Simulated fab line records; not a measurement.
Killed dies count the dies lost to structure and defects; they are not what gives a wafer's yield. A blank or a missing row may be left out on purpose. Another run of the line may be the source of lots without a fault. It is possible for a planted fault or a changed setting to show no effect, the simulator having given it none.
Split-lot experiment | flow n5Finfet | on a route of 1938 steps: 7 lots, 39 wafers read

== THE SPLIT ==
At N5_WELL_APT_IMPLANT_32, the setting energyKev was moved away from the recipe's 50 on 18 of the 39 wafers read, by -15.9% to +8.0%. The other wafers ran this setting at the recipe's value.

The reading comes from the split's own step.

== THE READING ==
implant.drpNm (the simulator's own value, which no gauge read), in nm, at N5_WELL_APT_IMPLANT_32. The file does not state a usual value for it.

wafer  | tool, chamber at the split | energyKev as run | against the recipe | implant.drpNm, nm | against lot-mates on the recipe
L074.1 | implanter-02, 0            | 50               | recipe             | 18.55             | -
L074.2 | implanter-02, 0            | 50               | recipe             | 18.55             | -
L074.5 | implanter-02, 0            | 50               | recipe             | 18.55             | -
L074.3 | implanter-02, 0            | 42.05            | -15.9%             | 16.43             | -2.12
L074.4 | implanter-02, 0            | 42.05            | -15.9%             | 16.43             | -2.12
L074.6 | implanter-02, 0            | 42.05            | -15.9%             | 16.43             | -2.12
L077.1 | implanter-02, 0            | 44.93            | -10.1%             | 17.2              | -1.35
L077.4 | implanter-02, 0            | 44.93            | -10.1%             | 17.2              | -1.35
L077.5 | implanter-02, 0            | 44.93            | -10.1%             | 17.2              | -1.35
L077.2 | implanter-02, 0            | 50               | recipe             | 18.55             | -
L077.3 | implanter-02, 0            | 50               | recipe             | 18.55             | -
L077.6 | implanter-02, 0            | 50               | recipe             | 18.55             | -
L078.1 | implanter-02, 0            | 43.08            | -13.8%             | 16.71             | -1.84
L078.4 | implanter-02, 0            | 43.08            | -13.8%             | 16.71             | -1.84
L078.6 | implanter-02, 0            | 43.08            | -13.8%             | 16.71             | -1.84
L078.2 | implanter-02, 0            | 50               | recipe             | 18.55             | -
L078.3 | implanter-02, 0            | 50               | recipe             | 18.55             | -
L078.5 | implanter-02, 0            | 50               | recipe             | 18.55             | -
L080.1 | implanter-02, 0            | 53.98            | +8.0%              | 19.61             | +1.06
L080.3 | implanter-02, 0            | 53.98            | +8.0%              | 19.61             | +1.06
L080.6 | implanter-02, 0            | 53.98            | +8.0%              | 19.61             | +1.06
L080.2 | implanter-02, 0            | 50               | recipe             | 18.55             | -
L080.4 | implanter-02, 0            | 50               | recipe             | 18.55             | -
L080.5 | implanter-02, 0            | 50               | recipe             | 18.55             | -
L085.1 | implanter-02, 0            | 43.07            | -13.9%             | 16.7              | -1.85
L085.4 | implanter-02, 0            | 43.07            | -13.9%             | 16.7              | -1.85
L085.6 | implanter-02, 0            | 43.07            | -13.9%             | 16.7              | -1.85
L085.2 | implanter-02, 0            | 50               | recipe             | 18.55             | -
L085.3 | implanter-02, 0            | 50               | recipe             | 18.55             | -
L085.5 | implanter-02, 0            | 50               | recipe             | 18.55             | -
L092.4 | implanter-01, 0            | 50               | recipe             | 18.55             | -
L092.5 | implanter-01, 0            | 50               | recipe             | 18.55             | -
L092.6 | implanter-01, 0            | 50               | recipe             | 18.55             | -
L095.1 | implanter-02, 0            | 50               | recipe             | 18.55             | -
L095.4 | implanter-02, 0            | 50               | recipe             | 18.55             | -
L095.5 | implanter-02, 0            | 50               | recipe             | 18.55             | -
L095.2 | implanter-02, 0            | 52.74            | +5.5%              | 19.28             | +0.73
L095.3 | implanter-02, 0            | 52.74            | +5.5%              | 19.28             | +0.73
L095.6 | implanter-02, 0            | 52.74            | +5.5%              | 19.28             | +0.73

THE FIT
A straight line over all 39 wafers: implant.drpNm changes by +0.133 nm for each +1% of energyKev; r = +1.00; the points scatter about the line by 0.0016 nm.
The same after taking each lot's own level away (the mean of its wafers on the recipe; 39 wafers): +0.133 nm for each +1%; r = +1.00; scatter 0.0016 nm.
On that fit, the largest move of energyKev shifts the reading by 2.1 nm.
The lots' own levels span 18.550 to 18.550 nm.
Consequently the slope shifts little with the lot-to-lot level, the two slopes agreeing.
Check: with one of the wafers moved furthest among these (-15.9%) left out of the fit, the line predicts -2.12 nm for it against its lot-mates. Against them it came out at -2.12 nm.

== THE WHOLE CHAIN: every reading that the file lists as answering this split, in the file's order ==
step                   | what it does | reading                                                        | change (the file's fit)               | r (the file's)
N5_WELL_APT_IMPLANT_32 |              | implant.rpNm (the simulator's own value, which no gauge read)  | +0.358 nm for each +1% of the setting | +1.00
N5_WELL_APT_IMPLANT_32 |              | implant.drpNm (the simulator's own value, which no gauge read) | +0.134 nm for each +1% of the setting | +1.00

== THE FILE'S OWN FIT ==
implant.drpNm changes by +0.134 nm for each +1% of energyKev, r = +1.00.
